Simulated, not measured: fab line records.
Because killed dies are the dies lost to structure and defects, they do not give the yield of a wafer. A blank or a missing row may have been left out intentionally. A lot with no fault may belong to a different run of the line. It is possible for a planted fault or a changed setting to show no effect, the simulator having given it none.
What tool caused it?	flow n5Finfet	Sampling: 17 lots, 51 wafers, 6 of 1938 route steps

## WHAT EACH GAUGE READ, for each wafer
N5_BEOL_M15_OVL_MEAS_29. Usual: M15_OVL -1 nm, standard deviation 4.8.
lot	measured	on	M15_OVL (nm)	flag
L076	day 13 00:05	overlay-02	6 4 5	
L077	day 13 03:10	overlay-01	-12 3 -3	
L075	day 13 08:26	overlay-01	-4 -2 -6	
L078	day 14 03:31	overlay-01	-2 2 1	
L080	day 14 03:51	overlay-02	0 -7 -1	
L079	day 14 12:27	overlay-01	5 -2 -3	
L082	day 14 18:43	overlay-01	3 3 -1	
L083	day 15 09:34	overlay-01	-6 -7 -6	
L087	day 16 01:53	overlay-01	-6 -1 6	
L086	day 16 05:41	overlay-02	2 -8 -2	
L089	day 17 04:52	overlay-01	3 0 4	
L090	day 17 14:42	overlay-02	1 1 -3	
L088	day 17 17:35	overlay-01	-4 -5 -4	
L094	day 18 05:24	overlay-01	-7 -8 4	
L093	day 18 05:54	overlay-01	1 2 -4	
L095	day 18 09:10	overlay-01	-4 -4 4	
L096	day 19 02:01	overlay-02	-4 -2 -4	

N5_BEOL_M15_RC_MEAS_101. Usual: COMB_M10 1.44e-11 S/m, standard deviation 2.8e-12; COMB_M11 1.5e-11 S/m, standard deviation 3.3e-12; COMB_M12 7e-12 S/m, standard deviation 1.5e-12; COMB_M13 5.1e-12 S/m, standard deviation 1.1e-12; COMB_M13_max_site 7.3e-12 S/m, standard deviation 1.8e-12; COMB_M14 4e-12 S/m, standard deviation 7.5e-13; COMB_M14_max_site 5.6e-12 S/m, standard deviation 1.3e-12; COMB_M15 2.9e-12 S/m, standard deviation 5.4e-13; COMB_M5 3.7e-11 S/m, standard deviation 8.7e-12; COMB_M6 2.6e-11 S/m, standard deviation 5.5e-12; COMB_M7 2.7e-11 S/m, standard deviation 5.6e-12; COMB_M7_max_site 3.9e-11 S/m, standard deviation 1.1e-11; COMB_M8 2.7e-11 S/m, standard deviation 6e-12; COMB_M9 1.5e-11 S/m, standard deviation 2.9e-12; COMB_M9_max_site 2.1e-11 S/m, standard deviation 5.4e-12; SERP_M10 3.08 ohm/um, standard deviation 0.075; SERP_M11 3.08 ohm/um, standard deviation 0.079; SERP_M12 0.643 ohm/um, standard deviation 0.016; SERP_M13 0.310 ohm/um, standard deviation 0.0076; SERP_M13_max_site 0.314 ohm/um, standard deviation 0.0076; SERP_M14 0.160 ohm/um, standard deviation 0.0037; SERP_M5 39.0 ohm/um, standard deviation 1.7; SERP_M6 14.0 ohm/um, standard deviation 0.65; SERP_M7 13.9 ohm/um, standard deviation 0.59; SERP_M8 13.9 ohm/um, standard deviation 0.45; SERP_M9 3.09 ohm/um, standard deviation 0.08.
lot	measured	on	COMB_M10 (S/m)	COMB_M11 (S/m)	COMB_M12 (S/m)	COMB_M13 (S/m)	COMB_M13_max_site (S/m)	COMB_M14 (S/m)	COMB_M14_max_site (S/m)	COMB_M15 (S/m)	COMB_M5 (S/m)	COMB_M6 (S/m)	COMB_M7 (S/m)	COMB_M7_max_site (S/m)	COMB_M8 (S/m)	COMB_M9 (S/m)	COMB_M9_max_site (S/m)	SERP_M10 (ohm/um)	SERP_M11 (ohm/um)	SERP_M12 (ohm/um)	SERP_M13 (ohm/um)	SERP_M13_max_site (ohm/um)	SERP_M14 (ohm/um)	SERP_M5 (ohm/um)	SERP_M6 (ohm/um)	SERP_M7 (ohm/um)	SERP_M8 (ohm/um)	SERP_M9 (ohm/um)	flag
L076	day 13 06:07	prober-01	1.16e-11 1.72e-11 1.13e-11	1.5e-11 1.4e-11 1.6e-11	5.9e-12 5.2e-12 6.8e-12	4.3e-12 5.4e-12 4.5e-12	7e-12 8.4e-12 5.9e-12	4.1e-12 3.3e-12 3.9e-12	5.7e-12 4.3e-12 6.8e-12	2.6e-12 3.5e-12 3.6e-12	4.5e-11 3.1e-11 3.3e-11	2.2e-11 3.4e-11 2.1e-11	2.2e-11 2.1e-11 2.9e-11	3.1e-11 3.3e-11 3.8e-11	1.7e-11 2.4e-11 2.4e-11	1.46e-11 1.25e-11 1.86e-11	1.7e-11 1.8e-11 2.7e-11	3.05 2.94 3.10	3.00 2.99 3.05	0.653 0.679 0.685	0.312 0.314 0.312	0.315 0.316 0.317	0.164 0.161 0.163	38.5 39.3 39.3	15.5 14.9 14.8	13.9 14.4 13.6	14.3 13.5 15.2	3.10 3.14 3.12	
L077	day 13 07:19	prober-02	2e-11 1.34e-11 1.3e-11	1.5e-11 2.2e-11 1.4e-11	6.1e-12 7.5e-12 5e-12	3.5e-12 4.6e-12 4e-12	4.7e-12 7.2e-12 5.3e-12	4.4e-12 5.2e-12 5e-12	6.2e-12 6.7e-12 6.4e-12	3.1e-12 4.6e-12 3.1e-12	3.1e-11 3.2e-11 4.4e-11	2e-11 2.5e-11 2.5e-11	3e-11 2.4e-11 2.8e-11	4.6e-11 3.6e-11 3.7e-11	2.9e-11 2.5e-11 2.8e-11	1.45e-11 1.43e-11 1.94e-11	1.8e-11 2e-11 3.8e-11	3.14 3.17 3.23	3.02 3.16 3.07	0.642 0.636 0.650	0.309 0.307 0.307	0.311 0.310 0.310	0.157 0.162 0.157	38.1 39.7 38.2	13.1 13.2 12.9	14.4 14.8 13.6	14.0 13.8 13.8	3.06 3.00 3.06	
L075	day 13 12:35	prober-01	1.84e-11 1.45e-11 1.62e-11	1.5e-11 1.6e-11 2e-11	6.5e-12 7e-12 6.5e-12	7.3e-12 4.7e-12 4.5e-12	9.2e-12 7.1e-12 6.1e-12	4.2e-12 5.8e-12 3.2e-12	6.2e-12 7.5e-12 6.2e-12	3.1e-12 2.4e-12 3e-12	3e-11 3e-11 2.9e-11	2.9e-11 2.8e-11 3e-11	2.5e-11 2e-11 2.2e-11	4.2e-11 2.8e-11 2.6e-11	2.5e-11 2.4e-11 2.3e-11	1.42e-11 1.52e-11 1.79e-11	2.2e-11 2.2e-11 2.9e-11	3.00 3.05 3.07	3.18 3.21 3.14	0.631 0.634 0.639	0.306 0.297 0.305	0.311 0.300 0.310	0.161 0.155 0.157	38.5 39.7 38.7	14.3 15.7 14.6	14.6 13.1 14.1	14.6 15.0 13.8	3.11 3.25 3.16	
L078	day 14 07:47	prober-01	8.5e-12 1.05e-11 8.6e-12	1.3e-11 1.6e-11 1.6e-11	8e-12 1.15e-11 9.8e-12	6.2e-12 6.9e-12 6e-12	1.16e-11 1.3e-11 7.7e-12	3.8e-12 4.3e-12 4.6e-12	5.1e-12 4.8e-12 5.9e-12	4.2e-12 3e-12 2.7e-12	3.5e-11 3.1e-11 5.1e-11	2.9e-11 2.4e-11 3.5e-11	2.5e-11 2.7e-11 2.9e-11	4e-11 3.5e-11 5.5e-11	2.6e-11 3.3e-11 3.5e-11	1.33e-11 1.39e-11 1.42e-11	1.6e-11 1.8e-11 2.2e-11	2.99 3.10 3.07	2.96 3.02 3.05	0.626 0.647 0.660	0.322 0.315 0.320	0.326 0.317 0.323	0.158 0.161 0.160	37.6 38.3 37.9	13.8 14.1 15.0	14.7 14.4 13.9	13.3 14.5 14.1	3.06 3.18 3.22	
L080	day 14 11:23	prober-01	1.15e-11 1.91e-11 1.72e-11	1.5e-11 1.9e-11 1.1e-11	7.5e-12 8.2e-12 6e-12	3.2e-12 4.7e-12 4e-12	4.1e-12 5.6e-12 5.1e-12	3.1e-12 3.5e-12 3.2e-12	4e-12 5.3e-12 4.8e-12	2.5e-12 3.1e-12 2.7e-12	3.9e-11 3.3e-11 4e-11	1.7e-11 2.4e-11 1.9e-11	2.5e-11 2.5e-11 1.8e-11	3.3e-11 3.7e-11 2.3e-11	4.5e-11 4.7e-11 2.7e-11	1.63e-11 1.63e-11 1.64e-11	3.7e-11 2.5e-11 2.2e-11	3.20 3.15 3.01	3.13 3.03 3.11	0.631 0.635 0.639	0.310 0.310 0.314	0.315 0.312 0.317	0.160 0.159 0.160	41.1 38.7 38.7	14.2 14.2 14.7	13.4 13.6 14.3	13.7 14.0 13.6	3.14 3.09 3.14	
L079	day 14 16:44	prober-02	1.1e-11 1.27e-11 1.3e-11	9e-12 1.3e-11 1.3e-11	9.1e-12 7.2e-12 6.6e-12	5.3e-12 5e-12 4.7e-12	6.6e-12 6.5e-12 7e-12	3.6e-12 3e-12 3.6e-12	4.6e-12 4.5e-12 6.4e-12	2.5e-12 2.1e-12 2e-12	3.4e-11 4.6e-11 4.2e-11	2.7e-11 3e-11 2.3e-11	3e-11 2.8e-11 2.5e-11	3.7e-11 4.5e-11 3.8e-11	2.4e-11 2.4e-11 2.2e-11	1.25e-11 1.66e-11 2.38e-11	2.2e-11 2.3e-11 4.1e-11	3.13 3.10 3.12	3.14 3.09 3.18	0.667 0.623 0.669	0.321 0.317 0.315	0.323 0.321 0.317	0.162 0.160 0.166	37.4 41.6 38.2	15.1 14.3 14.7	14.4 14.2 14.1	13.5 14.4 13.9	3.16 2.98 2.96	
L082	day 14 22:50	prober-01	1.33e-11 1.47e-11 1.86e-11	1.3e-11 1.8e-11 1.6e-11	5.4e-12 5.4e-12 5.8e-12	5.2e-12 4.3e-12 5.5e-12	1.06e-11 4.6e-12 6e-12	4.7e-12 3.9e-12 3.6e-12	5.7e-12 5.2e-12 4.3e-12	2.8e-12 2.7e-12 2.6e-12	2.4e-11 3.4e-11 3.4e-11	3.3e-11 2.3e-11 2.5e-11	3.2e-11 2.6e-11 2.5e-11	3.7e-11 3.5e-11 4.1e-11	4.4e-11 2.9e-11 3.3e-11	1.32e-11 1.16e-11 1.81e-11	2e-11 1.8e-11 2.6e-11	3.14 3.19 3.05	3.08 3.18 3.15	0.640 0.652 0.653	0.315 0.313 0.307	0.319 0.316 0.312	0.161 0.157 0.158	38.8 37.8 37.9	13.9 13.6 13.5	13.4 13.9 14.4	13.6 14.5 13.7	3.08 3.14 3.14	
L083	day 15 12:23	prober-01	1.24e-11 1.48e-11 1.6e-11	1.3e-11 1.2e-11 1.2e-11	4.4e-12 5.6e-12 5.6e-12	3.4e-12 6.5e-12 5.1e-12	4.1e-12 8.5e-12 8.2e-12	3.3e-12 3.8e-12 3.6e-12	3.7e-12 4.7e-12 5e-12	2.9e-12 4e-12 2.4e-12	3.6e-11 3.2e-11 2.7e-11	3.3e-11 2.5e-11 2.1e-11	2.1e-11 2.9e-11 3e-11	3.4e-11 3.5e-11 3.5e-11	2.5e-11 3e-11 2.8e-11	1.34e-11 1.31e-11 1.91e-11	2.2e-11 2.2e-11 2.8e-11	3.11 2.98 3.10	3.04 3.08 2.96	0.609 0.635 0.626	0.317 0.319 0.299	0.323 0.323 0.302	0.164 0.155 0.158	39.7 40.6 39.3	14.0 13.5 12.9	13.6 14.5 14.7	13.4 12.7 13.3	3.08 3.03 3.13	
L087	day 16 08:37	prober-01	1.52e-11 1.27e-11 1.03e-11	1.5e-11 1.6e-11 2.1e-11	7.8e-12 8.4e-12 6.5e-12	4e-12 4.4e-12 4.9e-12	6.3e-12 8.2e-12 7e-12	3.4e-12 4.3e-12 4.9e-12	4e-12 6.8e-12 6.7e-12	2.7e-12 2.2e-12 2e-12	3.7e-11 4e-11 2.4e-11	4.4e-11 3.3e-11 4.3e-11	2.2e-11 2.5e-11 2.3e-11	2.7e-11 4e-11 3.6e-11	2.8e-11 2e-11 2e-11	1.73e-11 1.31e-11 9.5e-12	2e-11 1.6e-11 1.1e-11	3.16 2.97 3.07	3.20 3.05 3.11	0.659 0.686 0.623	0.314 0.312 0.316	0.319 0.315 0.320	0.162 0.161 0.166	40.0 40.6 40.4	13.6 13.6 13.2	13.3 13.5 13.0	13.6 14.4 13.8	3.08 3.10 3.12	
L086	day 16 09:16	prober-02	1.01e-11 1.07e-11 1.73e-11	1.4e-11 1.5e-11 1.7e-11	7.8e-12 8.4e-12 9.1e-12	8.2e-12 6e-12 6.2e-12	1.31e-11 9.3e-12 1e-11	4.8e-12 3.6e-12 4.5e-12	5.8e-12 7.5e-12 6.4e-12	3.2e-12 1.9e-12 2.2e-12	3e-11 3.1e-11 2.8e-11	2.4e-11 1.9e-11 2.7e-11	2.1e-11 2.6e-11 2.9e-11	2.6e-11 3.3e-11 4.3e-11	2.4e-11 2.3e-11 3.3e-11	1.4e-11 9.3e-12 1.92e-11	2.2e-11 1.2e-11 3.3e-11	3.07 2.99 2.97	3.13 3.16 3.15	0.637 0.648 0.626	0.315 0.326 0.315	0.318 0.328 0.319	0.161 0.160 0.162	39.1 38.4 37.9	13.6 14.4 13.4	15.0 14.7 14.7	14.7 14.4 14.7	3.10 3.07 3.15	
L089	day 17 12:02	prober-02	1.44e-11 1.03e-11 1.31e-11	1.8e-11 1.4e-11 1.7e-11	8.4e-12 5.7e-12 4.1e-12	5.9e-12 4.4e-12 3.8e-12	8.8e-12 5.9e-12 8.3e-12	3.3e-12 2.9e-12 3.2e-12	5.2e-12 3.9e-12 4.6e-12	3.6e-12 3.6e-12 3.2e-12	3.2e-11 3.9e-11 2.7e-11	2.1e-11 1.7e-11 2.2e-11	2.8e-11 3e-11 3.2e-11	4.3e-11 4.7e-11 4.8e-11	2.3e-11 2.1e-11 2.6e-11	1.57e-11 1.32e-11 1.43e-11	2.1e-11 1.8e-11 2.2e-11	3.15 3.12 3.07	3.18 3.10 3.06	0.630 0.637 0.632	0.302 0.309 0.296	0.304 0.312 0.302	0.160 0.160 0.160	42.8 40.7 40.9	13.6 14.1 14.1	13.8 14.6 13.7	14.7 14.2 13.9	3.10 3.18 3.10	
L090	day 17 20:25	prober-02	1.44e-11 1.23e-11 1.34e-11	1.6e-11 1.2e-11 1.5e-11	7.6e-12 6.5e-12 6.3e-12	6.1e-12 4.2e-12 5.9e-12	1.01e-11 6.9e-12 7.5e-12	3.3e-12 3.6e-12 4.1e-12	4.1e-12 4.6e-12 6.5e-12	3.1e-12 2.4e-12 3.2e-12	2.8e-11 2.7e-11 2.9e-11	2.3e-11 3e-11 2.4e-11	2.6e-11 2.2e-11 1.8e-11	3e-11 2.7e-11 2.3e-11	2.5e-11 3.2e-11 2.3e-11	1.31e-11 2.52e-11 1.55e-11	1.7e-11 3.4e-11 1.9e-11	3.02 3.22 3.03	3.01 3.01 3.03	0.645 0.632 0.645	0.314 0.315 0.309	0.317 0.318 0.315	0.156 0.159 0.158	40.3 39.1 40.8	13.3 13.3 13.6	13.0 14.3 14.0	13.4 13.6 14.1	3.08 3.14 3.10	
L088	day 17 21:28	prober-01	1.68e-11 1.15e-11 1.88e-11	1.3e-11 1.6e-11 1.6e-11	6.8e-12 7.3e-12 7e-12	4.4e-12 5.2e-12 3.7e-12	6.2e-12 6.3e-12 4.7e-12	5e-12 4.4e-12 3.5e-12	6.7e-12 6.6e-12 4.4e-12	2.6e-12 2.4e-12 2.4e-12	5e-11 4.1e-11 4.2e-11	2.5e-11 2.7e-11 3.1e-11	2.5e-11 2.8e-11 3.5e-11	3.8e-11 3.7e-11 6.9e-11	2.7e-11 2e-11 2.4e-11	1.45e-11 1.71e-11 1.92e-11	1.8e-11 2.6e-11 3e-11	3.03 3.04 2.97	3.10 3.11 3.07	0.625 0.647 0.655	0.317 0.323 0.317	0.319 0.324 0.321	0.154 0.155 0.155	39.0 37.4 37.4	13.8 14.2 14.0	14.2 14.0 14.0	13.8 14.0 14.4	3.13 3.14 3.11	
L094	day 18 11:58	prober-01	1.59e-11 1.41e-11 2.2e-11	1.1e-11 1e-11 9e-12	9e-12 8.3e-12 6e-12	4.5e-12 5.8e-12 4.8e-12	6.5e-12 7.3e-12 5.5e-12	3.8e-12 4.5e-12 3.7e-12	6.2e-12 6.6e-12 6e-12	2.6e-12 2.6e-12 2.8e-12	4.3e-11 3.1e-11 5.1e-11	2.9e-11 2.7e-11 2.7e-11	1.9e-11 3.3e-11 2.9e-11	3.2e-11 4.6e-11 5.3e-11	2.1e-11 2e-11 2.1e-11	1.48e-11 1.3e-11 1.53e-11	1.9e-11 1.7e-11 1.9e-11	3.05 3.01 3.06	3.01 2.94 2.95	0.622 0.646 0.621	0.305 0.306 0.299	0.307 0.307 0.301	0.164 0.164 0.158	40.8 39.1 38.6	14.3 15.4 14.8	12.7 12.8 13.5	13.5 13.8 14.2	3.13 3.08 3.28	
L093	day 18 12:18	prober-02	2.47e-11 1.49e-11 1.52e-11	1.2e-11 2.1e-11 1.4e-11	5.8e-12 8.9e-12 6.9e-12	6.4e-12 4.8e-12 5.2e-12	9e-12 5.5e-12 7.8e-12	7e-12 4.9e-12 4.2e-12	1e-11 6.6e-12 7.6e-12	2.5e-12 2.8e-12 2.7e-12	3.7e-11 4.2e-11 2.9e-11	3.1e-11 2.6e-11 1.7e-11	2.1e-11 2.8e-11 2.5e-11	3e-11 3.4e-11 4.3e-11	1.9e-11 2e-11 2.5e-11	1.33e-11 1.07e-11 1.18e-11	1.9e-11 1.3e-11 1.7e-11	3.05 3.04 3.09	3.12 3.10 3.24	0.646 0.672 0.665	0.305 0.309 0.313	0.311 0.312 0.319	0.161 0.153 0.162	39.6 39.1 38.1	14.4 14.9 14.2	14.0 14.4 14.4	13.8 14.4 13.5	2.99 3.05 2.92	
L095	day 18 16:31	prober-02	1.75e-11 1.44e-11 1.23e-11	1.3e-11 1.5e-11 1.5e-11	7.2e-12 8.9e-12 5.4e-12	5.1e-12 4.8e-12 4.8e-12	7.8e-12 6.9e-12 7e-12	3.4e-12 3.6e-12 3.2e-12	4.6e-12 5.5e-12 4.4e-12	3.1e-12 3e-12 3.4e-12	3.2e-11 5.5e-11 3.6e-11	2.4e-11 2.4e-11 2.6e-11	2.9e-11 3.3e-11 2.8e-11	4.2e-11 3.9e-11 3.8e-11	2.4e-11 2.1e-11 2.1e-11	1.34e-11 1.38e-11 1.38e-11	1.6e-11 2.3e-11 2.2e-11	3.12 3.08 3.15	3.15 3.03 3.25	0.635 0.647 0.634	0.315 0.317 0.320	0.318 0.321 0.323	0.153 0.156 0.153	38.4 38.2 42.6	14.8 15.4 14.6	13.6 13.6 13.7	13.9 14.5 13.5	3.02 3.05 3.00	
L096	day 19 06:09	prober-01	1.38e-11 1.29e-11 1.63e-11	2.1e-11 1.6e-11 2.8e-11	4.3e-12 5e-12 5.9e-12	7.4e-12 5.6e-12 4.2e-12	8.5e-12 9.1e-12 8.1e-12	3.5e-12 5.3e-12 5e-12	4.5e-12 8e-12 5.9e-12	3.4e-12 2.5e-12 2.5e-12	2.5e-11 2.2e-11 2.8e-11	2.8e-11 1.9e-11 2.2e-11	2.9e-11 2.9e-11 3.8e-11	4e-11 5.3e-11 4.9e-11	2.7e-11 2.3e-11 2.5e-11	1.36e-11 1.83e-11 1.86e-11	1.8e-11 2e-11 2.8e-11	2.94 2.95 2.97	3.05 3.11 3.13	0.624 0.657 0.641	0.309 0.315 0.308	0.314 0.318 0.312	0.159 0.160 0.159	40.3 39.0 39.5	14.1 14.3 14.3	13.3 13.3 13.0	13.3 14.4 14.0	2.88 3.04 3.10	

## EACH LOT AND THE TOOL THAT RAN IT (in order: tool; ch and the chambers of the sampled wafers; start)
lot	N5_BEOL_M14_PRE_CLEAN_42	N5_BEOL_M15_VIA_ETCH_16	N5_BEOL_M15_DEGAS_41	N5_BEOL_M15_PRE_CLEAN_42
L076	pvdSputter-01, day 12 19:11	rieDiel-01 ch 0,1, day 12 22:14	pvdSputter-02, day 13 04:35	pvdSputter-02, day 13 04:38
L077	pvdSputter-02, day 12 23:34	rieDiel-01 ch 0,1,3, day 13 01:50	pvdSputter-02, day 13 05:29	pvdSputter-02, day 13 05:32
L075	pvdSputter-01, day 13 04:32	rieDiel-02 ch 0,1,3, day 13 06:57	pvdSputter-02, day 13 10:55	pvdSputter-02, day 13 10:58
L078	pvdSputter-01, day 13 23:58	rieDiel-05 ch 2,3, day 14 01:59	pvdSputter-01, day 14 06:25	pvdSputter-01, day 14 06:28
L080	pvdSputter-03, day 14 00:02	rieDiel-05 ch 1,3, day 14 02:24	pvdSputter-03, day 14 10:01	pvdSputter-03, day 14 10:03
L079	pvdSputter-01, day 14 09:04	rieDiel-02 ch 1,3, day 14 11:05	pvdSputter-01, day 14 15:05	pvdSputter-01, day 14 15:07
L082	pvdSputter-02, day 14 15:08	rieDiel-01 ch 0,2,3, day 14 17:16	pvdSputter-03, day 14 20:48	pvdSputter-03, day 14 20:50
L083	pvdSputter-03, day 15 05:59	rieDiel-05 ch 0,1,2, day 15 08:08	pvdSputter-02, day 15 10:55	pvdSputter-02, day 15 10:58
L087	pvdSputter-02, day 15 21:54	rieDiel-05 ch 2,3, day 16 00:26	pvdSputter-01, day 16 06:59	pvdSputter-01, day 16 07:02
L086	pvdSputter-03, day 16 02:05	rieDiel-02 ch 0,1, day 16 04:14	pvdSputter-02, day 16 07:22	pvdSputter-02, day 16 07:25
L089	pvdSputter-02, day 17 00:41	rieDiel-01 ch 0,1,2, day 17 03:34	pvdSputter-02, day 17 10:31	pvdSputter-02, day 17 10:33
L090	pvdSputter-03, day 17 10:55	rieDiel-01 ch 1,2,3, day 17 13:16	pvdSputter-02, day 17 19:03	pvdSputter-02, day 17 19:05
L088	pvdSputter-01, day 17 13:52	rieDiel-02 ch 0,1,2, day 17 16:16	pvdSputter-01, day 17 19:29	pvdSputter-01, day 17 19:31
L094	pvdSputter-01, day 18 01:34	rieDiel-05 ch 0,1, day 18 04:04	pvdSputter-01, day 18 10:17	pvdSputter-01, day 18 10:19
L093	pvdSputter-01, day 18 02:07	rieDiel-01 ch 0,3, day 18 04:29	pvdSputter-03, day 18 10:56	pvdSputter-03, day 18 10:58
L095	pvdSputter-02, day 18 05:35	rieDiel-01 ch 0,2, day 18 07:47	pvdSputter-01, day 18 14:58	pvdSputter-01, day 18 15:00
L096	pvdSputter-01, day 18 22:03	rieDiel-05 ch 0,1, day 19 00:40	pvdSputter-03, day 19 03:22	pvdSputter-03, day 19 03:24
- N5_BEOL_M14_PRE_CLEAN_42: time 30 s.
- N5_BEOL_M15_VIA_ETCH_16: etches SiO2 in C4F8/O2/Ar, target depth 1792.2 nm.
- N5_BEOL_M15_DEGAS_41: time 60 s.
- N5_BEOL_M15_PRE_CLEAN_42: time 30 s.

## AS READ BY THE TOOLS THEMSELVES (means over the sampled wafers that have a number; for cases with no such wafer, the mark the record gives instead)
N5_BEOL_M14_PRE_CLEAN_42. Usual: heaterPowerW reads 471 W (standard deviation 29).
lot	tool	heaterPowerW (W)	flag
L076	pvdSputter-01	455	
L077	pvdSputter-02	492	
L075	pvdSputter-01	453	
L078	pvdSputter-01	464	
L080	pvdSputter-03	497	
L079	pvdSputter-01	467	
L082	pvdSputter-02	451	
L083	pvdSputter-03	471	
L087	pvdSputter-02	442	
L086	pvdSputter-03	495	
L089	pvdSputter-02	455	
L090	pvdSputter-03	493	
L088	pvdSputter-01	472	
L094	pvdSputter-01	460	
L093	pvdSputter-01	480	
L095	pvdSputter-02	447	
L096	pvdSputter-01	461	

N5_BEOL_M15_VIA_ETCH_16. Usual: drypumpMotorCurrentA 5.9 A (standard deviation 0.35); heInnerTorr 14.991 Torr (standard deviation 0.028); oes_o_777_au 0.81 a.u. (standard deviation 0.083); oesProductAu 0.73 a.u. (standard deviation 0.076); rfVppV 2234 V (standard deviation 35); showerheadPlenumPTorr 3.47 Torr (standard deviation 0.084); throttleValvePct 30.91 % (standard deviation 0.21).
lot	tool	drypumpMotorCurrentA (A)	heInnerTorr (Torr)	oes_o_777_au (a.u.)	oesProductAu (a.u.)	rfVppV (V)	showerheadPlenumPTorr (Torr)	throttleValvePct (%)	flag
L076	rieDiel-01	6.2	14.993	0.84	0.75	2232	3.50	31.13	
L077	rieDiel-01	6.0	14.989	0.85	0.76	2223	3.49	31.06	
L075	rieDiel-02	5.8	15.001	0.80	0.73	2226	3.55	31.03	
L078	rieDiel-05	5.6	15.001	0.86	0.77	2241	3.42	30.81	
L080	rieDiel-05	6.0	14.990	0.80	0.71	2269	3.43	30.76	
L079	rieDiel-02	6.0	14.990	0.84	0.76	2209	3.57	30.86	
L082	rieDiel-01	6.0	14.989	0.83	0.75	2252	3.51	30.92	
L083	rieDiel-05	5.7	14.989	0.81	0.72	2244	3.40	30.85	
L087	rieDiel-05	5.5	14.992	0.83	0.75	2241	3.42	30.83	
L086	rieDiel-02	5.6	14.987	0.72	0.68	2241	3.51	31.22	
L089	rieDiel-01	6.0	14.995	0.83	0.75	2217	3.52	30.98	
L090	rieDiel-01	5.8	14.992	0.84	0.75	2207	3.52	30.89	
L088	rieDiel-02	5.8	15.013	0.78	0.72	2237	3.46	30.93	
L094	rieDiel-05	6.0	15.029	0.77	0.70	2261	3.43	30.81	
L093	rieDiel-01	6.0	14.995	0.79	0.71	2253	3.45	31.07	
L095	rieDiel-01	6.2	14.964	0.79	0.73	2261	3.50	31.03	
L096	rieDiel-05	6.0	15.003	0.77	0.69	2260	3.42	30.82	

N5_BEOL_M15_DEGAS_41. Usual: heaterPowerW reads 472 W (standard deviation 31).
lot	tool	heaterPowerW (W)	flag
L076	pvdSputter-02	476	
L077	pvdSputter-02	474	
L075	pvdSputter-02	447	
L078	pvdSputter-01	460	
L080	pvdSputter-03	471	
L079	pvdSputter-01	462	
L082	pvdSputter-03	490	
L083	pvdSputter-02	481	
L087	pvdSputter-01	459	
L086	pvdSputter-02	482	
L089	pvdSputter-02	439	
L090	pvdSputter-02	496	
L088	pvdSputter-01	447	
L094	pvdSputter-01	454	
L093	pvdSputter-03	471	
L095	pvdSputter-01	466	
L096	pvdSputter-03	472	

N5_BEOL_M15_PRE_CLEAN_42. Usual: heaterPowerW reads 472 W (standard deviation 31).
lot	tool	heaterPowerW (W)	flag
L076	pvdSputter-02	468	
L077	pvdSputter-02	473	
L075	pvdSputter-02	453	
L078	pvdSputter-01	468	
L080	pvdSputter-03	466	
L079	pvdSputter-01	462	
L082	pvdSputter-03	489	
L083	pvdSputter-02	489	
L087	pvdSputter-01	457	
L086	pvdSputter-02	482	
L089	pvdSputter-02	443	
L090	pvdSputter-02	482	
L088	pvdSputter-01	456	
L094	pvdSputter-01	447	
L093	pvdSputter-03	468	
L095	pvdSputter-01	462	
L096	pvdSputter-03	467	

## THE ANSWER, worked out from the rows above alone
Rule: a lot is off if the mean of its wafers that have a number lies more than 3 standard deviations from the usual mean. A lot without any number at a reading at which 4 lots or more have one is off too. Where the step has rows for the other lots, those lots are counted as sound. The gauges are gone through in route order, then the tools' own readings, and for those a lot's mean is taken as printed above. At the first step where some lot is off, the reading lying furthest off is the one used; lots without a number count as furthest.
No lot is off on any of the readings shown, so nothing can be concluded from this.

## WHAT THE SIMULATOR PUT IN
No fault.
